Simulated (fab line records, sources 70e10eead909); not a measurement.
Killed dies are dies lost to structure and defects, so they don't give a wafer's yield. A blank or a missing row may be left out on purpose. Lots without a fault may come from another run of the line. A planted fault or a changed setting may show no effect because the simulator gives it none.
Tool commonality check | flow nand_harc | 2 lots, 6 wafers sampled

WHY IT WAS OPENED
At NHARC_END_SORT_01 the reading killed_at_array is flagged on 2 of 2 lots. Wafers without a fault read 55, standard deviation 20.
Rule: a lot is flagged when every wafer of it that has a number lies more than 4 standard deviations from that mean, or none has a number. The other lots count as sound.

lot  | measured     | on        | killed_at_array, wafer by wafer | flag
L770 | day 27 06:13 | prober-02 | 676 673 668                     | FLAGGED
L771 | day 27 06:42 | prober-01 | 664 674 671                     | FLAGGED
The numbers of the flagged lots are 671 on average: +616 against the usual, or +31 standard deviations.

WHICH TOOL RAN EACH LOT
The record holds 4 process steps before the reading, out of a route of 1302 steps. In each cell: the tool, then ch and the chambers that the sampled wafers went through, then the start.
lot  | flag    | NHARC_A_STAIRCASE_ETCH_199                    | NHARC_A_STAIRCASE_TRIM_202                  | NHARC_A_STAIRCASE_ETCH_221       | NHARC_A_STAIRCASE_ETCH_230
L770 | FLAGGED | rie_diel-08 ch 1,2, day 19 07:14 or earlier   | rie_diel-08 ch 1,2, day 19 07:14 or earlier | rie_diel-08 ch 0,1, day 19 07:14 | rie_diel-08 ch 0,1,2, day 27 06:13 or earlier
L771 | FLAGGED | rie_diel-04 ch 0,1,2, day 19 12:08 or earlier | rie_diel-04 ch 0,2, day 19 12:08 or earlier | rie_diel-08 ch 2,3, day 19 12:08 | rie_diel-13 ch 0,1,3, day 27 06:42 or earlier
What these steps do:
- NHARC_A_STAIRCASE_ETCH_199: etches the open film in C4F8/O2, target depth 100 nm, time 40.5 s.
- NHARC_A_STAIRCASE_TRIM_202: chemistry O2, time 211.2 s.
- NHARC_A_STAIRCASE_ETCH_221: etches the open film in C4F8/O2, target depth 100 nm, time 40.5 s.
- NHARC_A_STAIRCASE_ETCH_230: etches the open film in C4F8/O2, target depth 100 nm, time 40.5 s.
- NHARC_END_SORT_01

FLAGGED OVER TOTAL, TOOL BY TOOL (the gauges that took the reading come last)
step                       | tool        | lots run | flagged | share of the flagged lots | sound lots run after its first flagged lot
NHARC_A_STAIRCASE_ETCH_199 | rie_diel-04 | 1        | 1       | some                      | 0
NHARC_A_STAIRCASE_ETCH_199 | rie_diel-08 | 1        | 1       | some                      | 0
NHARC_A_STAIRCASE_TRIM_202 | rie_diel-04 | 1        | 1       | some                      | 0
NHARC_A_STAIRCASE_TRIM_202 | rie_diel-08 | 1        | 1       | some                      | 0
NHARC_A_STAIRCASE_ETCH_221 | rie_diel-08 | 2        | 2       | all                       | 0
NHARC_A_STAIRCASE_ETCH_230 | rie_diel-08 | 1        | 1       | some                      | 0
NHARC_A_STAIRCASE_ETCH_230 | rie_diel-13 | 1        | 1       | some                      | 0
NHARC_END_SORT_01          | prober-01   | 1        | 1       | some                      | 0
NHARC_END_SORT_01          | prober-02   | 1        | 1       | some                      | 0
NHARC_A_STAIRCASE_ETCH_199 gives no start for some lots, so the hours and the order of its lots are those of NHARC_A_STAIRCASE_ETCH_221. NHARC_A_STAIRCASE_TRIM_202 gives no start for some lots, so the hours and the order of its lots are those of NHARC_A_STAIRCASE_ETCH_221. NHARC_A_STAIRCASE_ETCH_230 gives no start for some lots, so the hours and the order of its lots are those of NHARC_END_SORT_01.

WHAT THE TABLE ALLOWS
1 row of the table ran every flagged lot: rie_diel-08 at NHARC_A_STAIRCASE_ETCH_221.
- rie_diel-08 at NHARC_A_STAIRCASE_ETCH_221: 2 of its 2 lots flagged. It ran no sound lot before its first flagged lot in this sample, so the start can't be narrowed down. Its own readings lie more than 4 standard deviations out on every wafer of the flagged lots: run_length_s.
One tool is left: rie_diel-08 at NHARC_A_STAIRCASE_ETCH_221.

WHAT THE SIMULATOR HAD PUT IN
Process parameter drift: rie_diel-08, from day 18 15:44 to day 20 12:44, at NHARC_A_STAIRCASE_ETCH_221. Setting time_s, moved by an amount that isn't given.
Lots struck among those shown: L770, L771. The rule above found the same.
